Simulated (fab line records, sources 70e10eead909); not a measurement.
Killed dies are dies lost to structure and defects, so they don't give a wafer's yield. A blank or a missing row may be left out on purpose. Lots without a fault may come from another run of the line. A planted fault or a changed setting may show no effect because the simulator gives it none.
Chamber matching | flow nand_harc | NHARC_A_DECK1_JOINT_CMP_02 on cmp-04: 4 sister chambers
The step polishes SiOx. 4 wafers are shown with their chamber, then 7 later ones without.

WAFERS WITH THEIR CHAMBER
wafer  | chamber | motor_current_A (A)
L086.4 | 3       | 10.3
L086.5 | 0       | 10.2
L088.1 | 2       | 12.7
L088.4 | 1       | 13.3

WAFERS WITHOUT THEIR CHAMBER
wafer  | motor_current_A (A)
L088.5 | 10.2
L092.1 | 13.4
L092.2 | 12.6
L092.5 | 10.3
L093.2 | 9.8
L093.4 | 13.0
L093.6 | 13.3

WHICH CHAMBER EACH WENT THROUGH
wafer  | from the rows above     | in truth
L088.5 | can't be placed: 0 or 3 | 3
L092.1 | 1                       | 1
L092.2 | 2                       | 2
L092.5 | can't be placed: 3 or 0 | 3
L093.2 | can't be placed: 0 or 3 | 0
L093.4 | can't be placed: 1 or 2 | 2
L093.6 | 1                       | 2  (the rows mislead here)
Placed correctly: 2 of 7. Can't be placed from these rows: 4 (the true chamber is among the candidates in 4). Placed wrongly: 1.
How it was worked out, from the rows above alone: a wafer's distance from a chamber is the root of the sum, over the readings, of the square of ((its reading less the chamber's mean) divided by the reading's scatter). The wafer belongs to the nearest chamber; if the next one is less than 2 further off, it can't be placed. A chamber's mean is the mean of its shown wafers. The scatter: with one shown wafer a chamber, the root of the mean of the squares of how far each hidden wafer lies from its nearest shown one.
